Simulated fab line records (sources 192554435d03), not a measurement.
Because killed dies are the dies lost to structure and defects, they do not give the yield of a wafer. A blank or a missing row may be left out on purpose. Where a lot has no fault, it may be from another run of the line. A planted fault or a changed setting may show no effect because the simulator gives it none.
Chamber matching | flow n5_finfet | 4 sister chambers for N5_BEOL_M5_ETCH_62 on rie_diel-04
The step etches SOC in N2/H2, target depth 75 nm, overetch 15 nm, time 112.5 s. 4 wafers are shown with their chamber, then 7 later ones without.

== WAFERS PAIRED WITH THEIR CHAMBERS ==
wafer  | chamber | showerhead_plenum_p_Torr (Torr)
L078.1 | 1       | 2.65
L078.4 | 0       | 2.51
L084.2 | 3       | 2.40
L084.5 | 2       | 2.51

== WAFERS WITH NO CHAMBER GIVEN ==
wafer  | showerhead_plenum_p_Torr (Torr)
L084.6 | 2.40
L086.2 | 2.65
L086.3 | 2.51
L086.6 | 2.51
L094.1 | 2.50
L094.2 | 2.64
L094.4 | 2.64

== CHAMBER TAKEN BY EACH ==
wafer  | from the rows above     | in truth
L084.6 | 3                       | 3
L086.2 | 1                       | 1
L086.3 | can't be placed: 0 or 2 | 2
L086.6 | can't be placed: 0 or 2 | 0
L094.1 | can't be placed: 0 or 2 | 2
L094.2 | 1                       | 1
L094.4 | 1                       | 1
4 of 7 placed correctly. These rows do not allow placing 3 (true chamber among the candidates in 3). 0 placed wrongly.
How it was worked out, from the rows above alone: a wafer's distance from a chamber is the root of the sum, over the readings, of the square of ((its reading less the chamber's mean) divided by the reading's scatter). If the next closest chamber is less than 2 further off than the closest, the wafer can't be placed; otherwise it belongs to the closest. A chamber's mean is the mean of its shown wafers. The scatter: root of mean squared gap, hidden wafer to nearest shown wafer, with one shown wafer a chamber.
